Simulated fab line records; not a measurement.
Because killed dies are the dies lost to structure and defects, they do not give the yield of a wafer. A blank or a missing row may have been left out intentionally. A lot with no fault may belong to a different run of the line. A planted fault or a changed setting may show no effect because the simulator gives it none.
Code-filled problem report in 8D (eight disciplines) form / flow nand harc / the parts of the form that need people (team, actions taken, sign-off) are left out

1. THE PROBLEM
killed at array at NHARC_END_SORT_01 reads a mean of 627 on 4 wafers of 2 lots; wafers without a fault read 27 with a standard deviation of 9.9. Measured from the usual mean, that is +61 standard deviations.
Seen first at day 23 15:02 on prober-02, wafer L297.3. The record has a number at this step for 36 wafers belonging to 12 lots. By rule, "out" or "out of limits" means more than 4 standard deviations away from the usual mean. The rest of the wafers with a number are treated as sound.

2. WHAT IT IS, AND WHAT IT ISN'T
question=which readings at this step | is=killed at array, killed dies | is not=killed at other, killed open, killed short
question=which lots | is=L297, L300 | is not=L279, L280, L282, L283, L284, L287, L290, L299, L301, L302
question=which wafers of those lots | is=L297.3, L297.6, L300.3, L300.5 | is not=L297.5, L300.2
question=read on which gauges | is=prober-01, prober-02 | is not=-
question=when | is=from day 23 15:02 | is not=up to then (21 sound wafers); but 11 sound wafers of L297, L299, L300, L301, L302 came after

3. WHAT RULES OUT EACH SUSPECT
Counting: any tool at a process step up to the reading remains a suspect provided it ran every lot that is out. Sound lots after the first of them don't rule it out here, since some wafers of a struck lot are sound.
- the gauge at NHARC_END_SORT_01 is ruled out. The wafers that are out were read on 2 gauges (prober-01, prober-02).
- ald hk-01 at NHARC_A_CHANNEL_FILL_D1_ALD_14 (deposits SiO2, target thk 2.5 nm, pulse time 10 s, ald cycles 25): kept. It ran every lot that is out, first L297 (day 13 08:52); its last sound lot up to then is L284 (day 10 07:50).
- rie diel-02 at NHARC_A_CHANNEL_FILL_D1_ETCHBACK_20 (etches the open film in C4F8/O2/Ar, target depth 27 nm, time 13.5 s): kept. It ran every lot that is out, first L297 (day 14 02:07); its last sound lot up to then is L290 (day 12 17:25).
- rie diel-13 at NHARC_A_STAIRCASE_ETCH_170 (etches the open film in C4F6/O2, target depth 200 nm, time 66.667 s): kept. It ran every lot that is out, first L297 (day 15 03:47); its last sound lot up to then is L282 (day 11 06:50). On those wafers its own readings are out: run length s.
- Within rie diel-13 at NHARC_A_STAIRCASE_ETCH_170: the wafers that are out ran in chamber 0; their sound lot-mates ran in chambers 1, 3.
The count leaves ald hk-01 at NHARC_A_CHANNEL_FILL_D1_ALD_14, rie diel-02 at NHARC_A_CHANNEL_FILL_D1_ETCHBACK_20, and rie diel-13 at NHARC_A_STAIRCASE_ETCH_170.

4. THE CAUSE (what the simulator had put in)
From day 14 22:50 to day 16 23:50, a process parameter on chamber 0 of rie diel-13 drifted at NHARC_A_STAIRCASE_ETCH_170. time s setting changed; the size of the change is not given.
3 suspects survive the count, and this tool is in that group.

5. THE CHAIN OF EFFECTS, in route order
Each row: a reading whose mean over the struck wafers that have a number lies more than 3 standard deviations from the usual. Scope: only readings with a usual standard deviation given in the record; hours: median across lots of the time from each lot's start at the first step in this table that gives one to its start at this step; sigmas: change in usual standard deviations.
hours=0; step=NHARC_A_STAIRCASE_ETCH_170; reading=run length s; usual=88.0 s; on struck wafers=80.9; change=-7.1; sigmas=-15
hours=201; step=NHARC_END_SORT_01; reading=killed at array; usual=27; on struck wafers=627; change=+600; sigmas=+61
hours=201; step=NHARC_END_SORT_01; reading=killed dies; usual=31; on struck wafers=632; change=+601; sigmas=+60
Process steps it contains:
- NHARC_A_STAIRCASE_ETCH_170: etches the open film in C4F6/O2, target depth 200 nm, time 66.667 s.

6. WHAT WOULD HAVE CAUGHT IT SOONER
In this record the first reading out of limits at a measuring or inspecting step was taken at day 23 15:02, 208 hours after the fault began at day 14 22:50.
The tool's own readings at NHARC_A_STAIRCASE_ETCH_170 were out on every struck wafer that the step has a row for (run length s): an alarm limit on them would have fired on the first of those.
Each of the lots that are out, 2 in all, had begun NHARC_A_STAIRCASE_ETCH_170 on rie diel-13 no later than day 23 15:02. Holding the tool at that point would not have protected any of them.
